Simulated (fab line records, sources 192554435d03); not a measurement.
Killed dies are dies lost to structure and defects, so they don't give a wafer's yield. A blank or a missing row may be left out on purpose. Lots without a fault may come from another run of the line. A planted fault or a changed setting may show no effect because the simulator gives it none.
fab line records | flow n5_finfet | part 2 of 2: steps 25 to 36 of 36
record lots=5 wafers=15 last_day=20
route steps=1938 shown BEOL_M3@1020 BEOL_M4@1021
lots that met no fault: from a run of the same line without faults
start_h: hours from the record's first day to the start of the lot's first wafer shown | wait_h: hours since the lot's step before | " the same as in the row above | L1.1+2: a row that stands for several wafers | - no value, or no start given | * or withheld: withheld | < > ~ a bound
route shown NAME@n: a module of which the file shows steps, and the number in the route of the first | usual: mean/standard deviation of fault-free wafers | same: alike in all rows | chamber/n: place in a boat | sites: the reading at each site | _std_site: their standard deviation | _edge_site: outer sites' mean less inner sites' | radius_mm: how far each site lies from the wafer's centre | mask NAME#n: copy n | behind: the tool/chamber that last shaped the wafer | hold: why the lot was held/for how many hours/how that ended | device: the transistor (n, p or np) that didn't switch | end of line: the same wafers' tests at the end of the route | a step without rows: its recipe alone | killed: dies lost to structure and defects at the first sort, not the wafer's yield | map: a wafer's dies, x killed, . not, _ none there
set.NAME: the setting as run; set.NAME@STEP: as run at that earlier step | model.NAME: the simulator's own value behind a step, which no gauge read
lots at some steps of the route; a table a step, a row a wafer
services: from which hour (start_h, from the record's first day; less than 0 if before it) a tool's chamber was out of use, for how many hours, and why
## steps
# step N5_BEOL_M4_HM_OPEN_17
# recipe chemistry=Cl2/BCl3 target_depth_a=200 overetch_a=60 target=TiN mask_material=SOC ion_energy_ev=150 pressure_mtorr=10 icp_w=1000 bias_w=126 Cl2_flow_sccm=53.25 bcl3_flow_sccm=21.75 Ar_flow_sccm=25
# usual drypump_motor_current_A=6.1/0.42 oes_product_au=0.73/0.074 throttle_valve_pct=21.98/0.22
# columns lot.wafer tool chamber start_h wait_h drypump_motor_current_A oes_product_au rf_hours_counter_h throttle_valve_pct
L077.1 rie_metal-02 0 225.93 0.0 6.6 0.78 4 21.83
L077.4 " 0 " " 6.6 0.79 - 21.82
L077.6 " 1 " " 5.7 0.76 - 21.96
L076.1 rie_metal-03 0 231.46 0.0 6.2 0.75 9 22.02
L076.3 " 1 " " 5.6 0.60 - 21.62
L076.5 " 0 " " 6.2 0.76 - 22.00
L080.1 rie_metal-02 1 241.61 0.0 5.7 0.75 18 21.97
L080.3 " 0 " " 6.6 0.78 - 21.83
L080.6 " 0 " " 6.6 0.78 - 21.83
L090.1 rie_metal-01 1 305.31 0.0 6.7 0.82 5 22.37
L090.2 " 0 " " 6.0 0.75 15 22.00
L090.5 " 0 " " 6.0 0.75 - 22.03
L096.3 rie_metal-02 0 351.10 0.1 6.6 0.74 - 21.85
L096.4 " 1 " " 5.7 0.72 - 21.97
L096.6 " 1 " " 5.7 0.74 - 21.98
# step N5_BEOL_M4_STRIP_19
# recipe chemistry=O2 power_w=400 temp_c=40 pressure_mtorr=30 rf_frequency_hz=6e+07 bias_power_w=0 overash_fraction=0.2 o2_flow_sccm=225
# usual drypump_motor_current_A=5.69/0.2 oes_product_au=0.79/0.081 rf_vpp_V=3.6/0.55 showerhead_plenum_p_Torr=2.08/0.069 temp_c=40.01/0.11 throttle_valve_pct=16.69/0.26
# columns lot.wafer tool chamber start_h wait_h drypump_motor_current_A oes_product_au rf_hours_counter_h rf_vpp_V showerhead_plenum_p_Torr temp_c throttle_valve_pct
L077.1 rie_diel-01 0 226.04 0.1 5.71 0.82 109 4.1 2.01 40.03 16.57
L077.4 " 2 " " 5.65 0.73 179 3.6 2.08 40.08 17.08
L077.6 " 1 " " 5.54 0.84 - 4.5 2.18 40.04 16.60
L076.1 rie_diel-03 2 231.70 0.2 5.97 0.73 188 3.8 2.16 39.94 16.73
L076.3 " 3 " " 5.64 0.78 145 4.0 1.97 40.03 16.46
L076.5 " 2 " " 6.00 0.73 - 2.6 2.16 39.79 16.72
L080.1 rie_diel-01 3 241.72 0.1 5.85 0.93 8 3.1 2.04 39.93 16.13
L080.3 " 2 " " 5.64 0.72 184 3.9 2.08 39.95 17.09
L080.6 " 0 " " 5.75 0.81 - 3.0 2.01 40.21 16.57
L090.1 rie_diel-04 1 305.58 0.2 5.94 0.88 39 3.5 2.05 40.00 16.52
L090.2 " 2 " " 5.40 0.92 21 2.7 2.15 40.06 16.46
L090.5 " 1 " " 5.89 0.87 - 3.1 2.05 40.02 16.52
L096.3 rie_diel-04 0 351.18 0.1 5.88 0.84 68 3.9 2.05 39.69 16.87
L096.4 " 3 " " 5.22 0.70 222 3.1 2.17 40.04 17.18
L096.6 " 1 " " 5.93 0.85 - 4.2 2.05 40.03 16.54
# step N5_BEOL_M4_CD_MEAS_18
# recipe pitch_nm=36 target_cd_nm=18
# usual cd_nm=18.2/0.4
# columns lot.wafer tool chamber start_h wait_h cd_nm
L077.1 cd_sem-03 - 226.11 0.0 17.5
L077.4 " - " " 18.0
L077.6 " - " " 18.1
L076.1 cd_sem-01 - 231.77 0.0 18.8
L076.3 " - " " 18.5
L076.5 " - " " 18.5
L080.1 cd_sem-03 - 241.79 0.0 18.0
L080.3 " - " " 18.4
L080.6 " - " " 17.8
L090.1 cd_sem-02 - 305.65 0.0 17.9
L090.2 " - " " 18.0
L090.5 " - " " 17.9
L096.3 cd_sem-02 - 351.25 0.1 18.1
L096.4 " - " " 17.7
L096.6 " - " " 17.1
# step N5_BEOL_M4_COAT_67
# recipe resist=SOC temp_c=250 time_s=60 spin_rpm=1500 resist_thk_nm=60
# columns lot.wafer tool chamber start_h wait_h
L077.1+4+6 litho_track-05 0 226.15 0.0
L076.1+3+5 litho_track-02 0 231.80 0.0
L080.1+3+6 litho_track-01 0 241.83 0.0
L090.1+2+5 litho_track-05 0 305.69 0.0
L096.3+4+6 litho_track-05 0 351.29 0.0
# step N5_BEOL_M4_COAT_68
# recipe resist=SiARC temp_c=220 time_s=60 spin_rpm=1500 resist_thk_nm=12
# columns lot.wafer tool chamber start_h wait_h
L077.1+4+6 litho_track-05 0 - -
L076.1+3+5 litho_track-02 0 - -
L080.1+3+6 litho_track-01 0 - -
L090.1+2+5 litho_track-05 0 - -
L096.3+4+6 litho_track-05 0 - -
# step N5_BEOL_M4_COAT_76
# recipe resist=underlayer temp_c=205 time_s=60 spin_rpm=1500 resist_thk_nm=5
# columns lot.wafer tool chamber start_h wait_h
L077.1+4+6 litho_track-05 0 - -
L076.1+3+5 litho_track-02 0 - -
L080.1+3+6 litho_track-01 0 - -
L090.1+2+5 litho_track-05 0 - -
L096.3+4+6 litho_track-05 0 - -
# step N5_BEOL_M4_COAT_22
# recipe resist=CAR-EUV spin_rpm=1500 resist_thk_nm=30
# columns lot.wafer tool chamber start_h wait_h
L077.1+4+6 litho_track-05 0 - -
L076.1+3+5 litho_track-02 0 - -
L080.1+3+6 litho_track-01 0 - -
L090.1+2+5 litho_track-05 0 - -
L096.3+4+6 litho_track-05 0 - -
# step N5_BEOL_M4_EBR_24
# recipe solvent=PGMEA ebr_width_mm=1.5
# same ebr_width_mm=1.5
# columns lot.wafer tool chamber start_h wait_h
L077.1+4+6 litho_track-05 0 - -
L076.1+3+5 litho_track-02 0 - -
L080.1+3+6 litho_track-01 0 - -
L090.1+2+5 litho_track-05 0 - -
L096.3+4+6 litho_track-05 0 - -
# step N5_BEOL_M4_SOFTBAKE_23
# recipe temp_c=110 time_s=60 resist=CAR-EUV
# columns lot.wafer tool chamber start_h wait_h
L077.1+4+6 litho_track-05 0 - -
L076.1+3+5 litho_track-02 0 - -
L080.1+3+6 litho_track-01 0 - -
L090.1+2+5 litho_track-05 0 - -
L096.3+4+6 litho_track-05 0 - -
# step N5_BEOL_M4_EXPOSE_25
# recipe mask_id=V3 na=0.33 source_shape=quasar sigma_inner=0.2 sigma_outer=0.8 polarization=unpolarized defocus_nm=5 dose_mj=63
# columns lot.wafer tool chamber start_h wait_h mask
L077.1+4+6 euv_scanner-01 0 226.28 - V3#0
L076.1+3+5 euv_scanner-01 0 231.96 - V3#0
L080.1+3+6 euv_scanner-02 0 242.09 - V3#0
L090.1+2+5 euv_scanner-02 0 305.95 - V3#0
L096.3+4+6 euv_scanner-01 0 351.57 - V3#0
# step N5_BEOL_M4_PEB_26
# recipe peb_temp_c=100 peb_time_s=60 resist=CAR-EUV
# columns lot.wafer tool chamber start_h wait_h
L077.1+4+6 litho_track-01 0 226.36 0.1
L076.1+3+5 litho_track-01 0 232.04 0.1
L080.1+3+6 litho_track-01 0 242.17 0.1
L090.1+2+5 litho_track-01 0 306.03 0.1
L096.3+4+6 litho_track-01 0 351.63 0.1
# step N5_BEOL_M4_DEVELOP_27
# recipe develop_time_s=30 developer=TMAH resist=CAR-EUV rinse_liquid=surfactant_rinse dry=air_spin dev_temp_c=23
# columns lot.wafer tool chamber start_h wait_h
L077.1+4+6 litho_track-01 0 - -
L076.1+3+5 litho_track-01 0 - -
L080.1+3+6 litho_track-01 0 - -
L090.1+2+5 litho_track-01 0 - -
L096.3+4+6 litho_track-01 0 - -
## services
# columns tool chamber start_h hours kind
euv_scanner-02 - 203.73 4.6 pm
rie_diel-03 0 206.78 4.0 repair
euv_scanner-01 - 208.65 1.0 pm
euv_scanner-02 - 209.07 1.2 repair
euv_scanner-02 - 214.58 0.5 repair
euv_scanner-02 - 230.53 0.5 repair
euv_scanner-01 - 233.16 4.6 pm
rie_diel-03 2 238.86 1.8 repair
pecvd-04 2 249.09 9.0 repair
rie_diel-03 3 254.51 19.3 repair
euv_scanner-01 - 264.80 1.0 pm
euv_scanner-01 - 270.99 0.3 repair
rie_metal-02 - 279.95 11.8 repair
euv_scanner-02 - 286.69 1.0 pm
euv_scanner-01 - 287.66 0.9 repair
rie_diel-03 3 289.92 5.3 repair
rie_diel-04 0 298.90 4.3 repair
euv_scanner-02 - 318.22 0.4 repair
euv_scanner-01 - 320.95 1.0 pm
rie_metal-02 0 324.89 7.6 repair
rie_diel-04 2 332.82 4.0 repair
euv_scanner-01 - 337.20 5.8 pm
euv_scanner-02 - 342.98 1.0 pm
euv_scanner-02 - 348.95 12.0 pm
